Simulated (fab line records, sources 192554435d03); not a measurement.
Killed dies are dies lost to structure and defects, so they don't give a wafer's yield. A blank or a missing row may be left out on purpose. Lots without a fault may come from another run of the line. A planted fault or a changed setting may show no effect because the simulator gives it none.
Chamber matching | flow n5_finfet | N5_BEOL_M0_CUTY_ETCH_62 on rie_diel-02: 4 sister chambers
The step etches SiARC in CF4, time 58.5 s. 16 wafers are shown with their chamber, then 8 later ones without.

WAFERS WITH THEIR CHAMBER
wafer  | chamber | throttle_valve_pct (%) | oes_product_au (a.u.) | showerhead_plenum_p_Torr (Torr)
L077.3 | 3       | 15.75                  | 0.61                  | 2.13
L077.4 | 1       | 15.08                  | 0.71                  | 2.07
L077.5 | 3       | 15.76                  | 0.61                  | 2.13
L078.1 | 1       | 15.09                  | 0.71                  | 2.07
L078.3 | 2       | 15.12                  | 0.77                  | 2.12
L078.4 | 0       | 15.67                  | 0.84                  | 2.10
L080.2 | 3       | 15.77                  | 0.60                  | 2.12
L080.3 | 2       | 15.11                  | 0.76                  | 2.12
L080.4 | 0       | 15.66                  | 0.83                  | 2.10
L083.2 | 2       | 15.14                  | 0.73                  | 2.11
L083.3 | 1       | 15.10                  | 0.69                  | 2.07
L083.6 | 2       | 15.12                  | 0.73                  | 2.11
L085.1 | 3       | 15.80                  | 0.60                  | 2.12
L085.2 | 2       | 15.12                  | 0.73                  | 2.11
L085.6 | 2       | 15.14                  | 0.75                  | 2.11
L086.3 | 3       | 15.80                  | 0.60                  | 2.12

SIGNATURES (means of the wafers above)
reading                  | chamber 0 | chamber 1 | chamber 2 | chamber 3 | scatter within a chamber
throttle_valve_pct       | 15.6650   | 15.0900   | 15.1250   | 15.7760   | 0.0161
oes_product_au           | 0.8350    | 0.7033    | 0.7450    | 0.6040    | 0.0129
showerhead_plenum_p_Torr | 2.1000    | 2.0700    | 2.1133    | 2.1240    | 0.00459
Rule: a wafer's distance from a chamber is the root of the sum, over the readings, of the square of ((its reading less the chamber's mean) divided by the reading's scatter). The wafer belongs to the nearest chamber; if the next one is less than 2 further off, it can't be placed. The scatter: the root of (the sum of the squares of (reading less its chamber's mean) over the shown wafers, divided by (wafers less chambers)).

WAFERS WITHOUT THEIR CHAMBER
wafer  | throttle_valve_pct (%) | oes_product_au (a.u.) | showerhead_plenum_p_Torr (Torr)
L086.4 | 15.11                  | 0.68                  | 2.07
L086.5 | 15.80                  | 0.60                  | 2.12
L094.2 | 15.74                  | 0.77                  | 2.09
L094.3 | 15.83                  | 0.58                  | 2.11
L094.4 | 15.18                  | 0.72                  | 2.11
L096.1 | 15.76                  | 0.75                  | 2.09
L096.3 | 15.19                  | 0.70                  | 2.10
L096.5 | 15.20                  | 0.70                  | 2.10

WHICH CHAMBER EACH WENT THROUGH
wafer  | from the rows above | in truth
L086.4 | 1                   | 1
L086.5 | 3                   | 3
L094.2 | 0                   | 0
L094.3 | 3                   | 3
L094.4 | 2                   | 2
L096.1 | 0                   | 0
L096.3 | 2                   | 2
L096.5 | 2                   | 2
Placed correctly: 8 of 8. Can't be placed from these rows: 0. Placed wrongly: 0.
